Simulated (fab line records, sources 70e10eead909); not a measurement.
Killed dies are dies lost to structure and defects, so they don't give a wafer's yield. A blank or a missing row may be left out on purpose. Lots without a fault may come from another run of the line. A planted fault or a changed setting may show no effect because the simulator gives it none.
Which tool did it? | flow nand_harc | 13 lots, 39 wafers sampled, at 5 steps of a route of 1302

WHAT THE GAUGES READ, wafer by wafer
NHARC_END_SORT_01.
lot  | measured     | on        | killed_at_array | killed_at_other | killed_at_periphery | killed_dies | killed_open | killed_short
L959 | day 32 01:05 | prober-02 | 54 45 51        | 0 0 0           | 8 10 12             | 62 55 63    | 2 2 6       | 2 1 2

WHICH TOOL RAN EACH LOT (tool, then ch and the chambers of the sampled wafers, then the start)
lot  | NHARC_A_STAIRCASE_ETCH_294                    | NHARC_A_STAIRCASE_HM_OPEN_463                 | NHARC_A_STAIRCASE_ALD_415        | NHARC_A_STAIRCASE_DEP_417
L942 | rie_diel-08 ch 0,1,2, day 17 09:20 or earlier | rie_diel-02 ch 1,2,3, day 17 09:20 or earlier | ald_hk-04 ch 0,1,3, day 17 09:20 | pecvd-03 ch 0,1,2, day 17 11:35
L943 | rie_diel-08 ch 0,3, day 17 21:05 or earlier   | rie_diel-02 ch 0,2,3, day 17 21:05 or earlier | ald_hk-03 ch 2,3, day 17 21:05   | pecvd-04 ch 1,2, day 17 23:30
L945 | rie_diel-08 ch 0,2,3, day 18 15:04 or earlier | rie_diel-02 ch 0,1,2, day 18 15:04 or earlier | ald_hk-01 ch 0,1,3, day 18 15:04 | pecvd-03 ch 0,1,2, day 18 16:50
L947 | rie_diel-08 ch 0,1,3, day 19 00:14 or earlier | rie_diel-08 ch 2,3, day 19 00:14 or earlier   | ald_hk-03 ch 1,2,3, day 19 00:14 | pecvd-02 ch 0,2, day 19 02:17
L949 | rie_diel-09 ch 0,2, day 19 22:36 or earlier   | rie_diel-02 ch 0,1,2, day 19 22:36 or earlier | ald_hk-04 ch 0,2,3, day 19 22:36 | pecvd-02 ch 0,1,2, day 20 00:26
L951 | rie_diel-08 ch 0,1, day 20 20:29 or earlier   | rie_diel-02 ch 1,2,3, day 20 20:29 or earlier | ald_hk-04 ch 2,3, day 20 20:29   | pecvd-02 ch 0,2, day 20 22:52
L952 | rie_diel-09 ch 0,2,3, day 20 23:27 or earlier | rie_diel-02 ch 1,3, day 20 23:27 or earlier   | ald_hk-04 ch 0,2,3, day 20 23:27 | pecvd-04 ch 0,1, day 21 01:31
L954 | rie_diel-02 ch 0,1,3, day 22 04:26 or earlier | rie_diel-08 ch 1,2, day 22 04:26 or earlier   | ald_hk-04 ch 0,1,3, day 22 04:26 | pecvd-02 ch 0,1,2, day 22 06:09
L959 | rie_diel-02 ch 0,1,2, day 24 10:23 or earlier | rie_diel-09 ch 2,3, day 24 10:23 or earlier   | ald_hk-01 ch 1,2,3, day 24 10:23 | pecvd-03 ch 0,2, day 24 12:14
L960 | rie_diel-08 ch 0,2,3, day 25 05:46 or earlier | rie_diel-08 ch 0,2,3, day 25 05:46 or earlier | ald_hk-04 ch 0,1,2, day 25 05:46 | pecvd-03 ch 0,1, day 25 07:47
L962 | rie_diel-08 ch 0,2, day 25 07:50 or earlier   | rie_diel-09 ch 0,3, day 25 07:50 or earlier   | ald_hk-03 ch 0,2, day 25 07:50   | pecvd-04 ch 0,1,2, day 25 09:56
L961 | rie_diel-09 ch 0,2, day 25 08:13 or earlier   | rie_diel-08 ch 0,1,3, day 25 08:13 or earlier | ald_hk-04 ch 0,1, day 25 08:13   | pecvd-03 ch 0,2, day 25 10:29
L965 | rie_diel-09 ch 0,2,3, day 26 04:39 or earlier | rie_diel-02 ch 0,1,2, day 26 04:39 or earlier | ald_hk-03 ch 0,1,2, day 26 04:39 | pecvd-04 ch 1,2, day 26 06:55
- NHARC_A_STAIRCASE_ETCH_294: etches the open film in C4F8/O2/Ar, target depth 4989 nm, time 1211.6 s.
- NHARC_A_STAIRCASE_HM_OPEN_463: chemistry O2/COS.
- NHARC_A_STAIRCASE_ALD_415: deposits SiO2, target thk 30 nm, pulse time 6 s, ald cycles 300.
- NHARC_A_STAIRCASE_DEP_417: deposits Si3N4, target thk 60 nm.

WHAT THE TOOLS THEMSELVES READ (means of the sampled wafers that have a number; where no wafer has one, the mark that the record gives instead)
NHARC_A_STAIRCASE_ETCH_294.
lot  | tool        | oes_product_au (a.u.) | rf_vpp_V (V)
L942 | rie_diel-08 | 0.945                 | 1830
L943 | rie_diel-08 | 0.941                 | 1822
L945 | rie_diel-08 | 0.935                 | 1822
L947 | rie_diel-08 | 0.936                 | 1829
L949 | rie_diel-09 | 0.923                 | 1818
L951 | rie_diel-08 | 0.928                 | 1835
L952 | rie_diel-09 | 0.932                 | 1824
L954 | rie_diel-02 | 0.926                 | 1829
L959 | rie_diel-02 | 0.923                 | 1834
L960 | rie_diel-08 | 0.937                 | 1820
L962 | rie_diel-08 | 0.934                 | 1819
L961 | rie_diel-09 | 0.921                 | 1843
L965 | rie_diel-09 | 0.941                 | 1837

NHARC_A_STAIRCASE_HM_OPEN_463.
lot  | tool        | drypump_motor_current_A (A) | oes_product_au (a.u.) | rf_vpp_V (V) | showerhead_plenum_p_Torr (Torr) | throttle_valve_pct (%)
L942 | rie_diel-02 | 5.6                         | 0.996                 | 467.4        | 3.12                            | 28.328
L943 | rie_diel-02 | 5.8                         | 1.006                 | 468.7        | 3.17                            | 28.330
L945 | rie_diel-02 | 6.2                         | 1.001                 | 470.2        | 3.23                            | 28.329
L947 | rie_diel-08 | 5.1                         | 1.009                 | 466.6        | 3.09                            | 28.333
L949 | rie_diel-02 | 6.2                         | 0.999                 | 468.7        | 3.22                            | 28.334
L951 | rie_diel-02 | 5.6                         | 1.000                 | 466.5        | 3.11                            | 28.328
L952 | rie_diel-02 | 5.8                         | 0.988                 | 467.0        | 3.11                            | 28.334
L954 | rie_diel-08 | 5.6                         | 1.008                 | 467.0        | 3.16                            | 28.336
L959 | rie_diel-09 | 4.9                         | 0.987                 | 470.7        | 3.28                            | 28.319
L960 | rie_diel-08 | 5.4                         | 1.005                 | 464.8        | 3.04                            | 28.323
L962 | rie_diel-09 | 5.2                         | 1.001                 | 467.9        | 3.16                            | 28.330
L961 | rie_diel-08 | 5.3                         | 1.009                 | 467.5        | 3.13                            | 28.331
L965 | rie_diel-02 | 6.2                         | 0.996                 | 468.9        | 3.20                            | 28.328

NHARC_A_STAIRCASE_ALD_415.
lot  | tool      | heater_power_w (W) | precursor_pulse_height_rel
L942 | ald_hk-04 | 454                | 0.984
L943 | ald_hk-03 | 411                | 1.011
L945 | ald_hk-01 | 459                | 0.982
L947 | ald_hk-03 | 432                | 1.013
L949 | ald_hk-04 | 464                | 1.008
L951 | ald_hk-04 | 468                | 1.008
L952 | ald_hk-04 | 460                | 0.984
L954 | ald_hk-04 | 448                | 1.020
L959 | ald_hk-01 | 460                | 1.012
L960 | ald_hk-04 | 429                | 1.013
L962 | ald_hk-03 | 424                | 0.989
L961 | ald_hk-04 | 403                | 0.991
L965 | ald_hk-03 | 442                | 1.016

NHARC_A_STAIRCASE_DEP_417.
lot  | tool     | heater_power_w (W)
L942 | pecvd-03 | 750
L943 | pecvd-04 | 701
L945 | pecvd-03 | 659
L947 | pecvd-02 | 706
L949 | pecvd-02 | 680
L951 | pecvd-02 | 632
L952 | pecvd-04 | 650
L954 | pecvd-02 | 681
L959 | pecvd-03 | 648
L960 | pecvd-03 | 859
L962 | pecvd-04 | 729
L961 | pecvd-03 | 812
L965 | pecvd-04 | 707

THE ANSWER, worked out from the rows above alone
Rule: what is usual is taken from the lots themselves. Put in order of their means at a reading, lots are off if they are a third of the lots or fewer, leave a main group of 4 or more, and stand apart from it by a gap of 3 or more times the standard deviation of the main group's means; of several such gaps the widest counts. A main group whose means are all the same, to the digits that the tables above print for the reading, isn't used. A lot without any number at a reading at which 4 lots or more have one is off too. The other lots that the step has rows for count as sound. The gauges are gone through in route order, then the tools' own readings, and for those a lot's mean is taken as printed above. The first step at which some lot is off is used, and at that step the reading that is off furthest; a lot without a number counts as furthest.
No lot is off at any reading shown: from this, nothing can be told.

WHAT THE SIMULATOR HAD PUT IN
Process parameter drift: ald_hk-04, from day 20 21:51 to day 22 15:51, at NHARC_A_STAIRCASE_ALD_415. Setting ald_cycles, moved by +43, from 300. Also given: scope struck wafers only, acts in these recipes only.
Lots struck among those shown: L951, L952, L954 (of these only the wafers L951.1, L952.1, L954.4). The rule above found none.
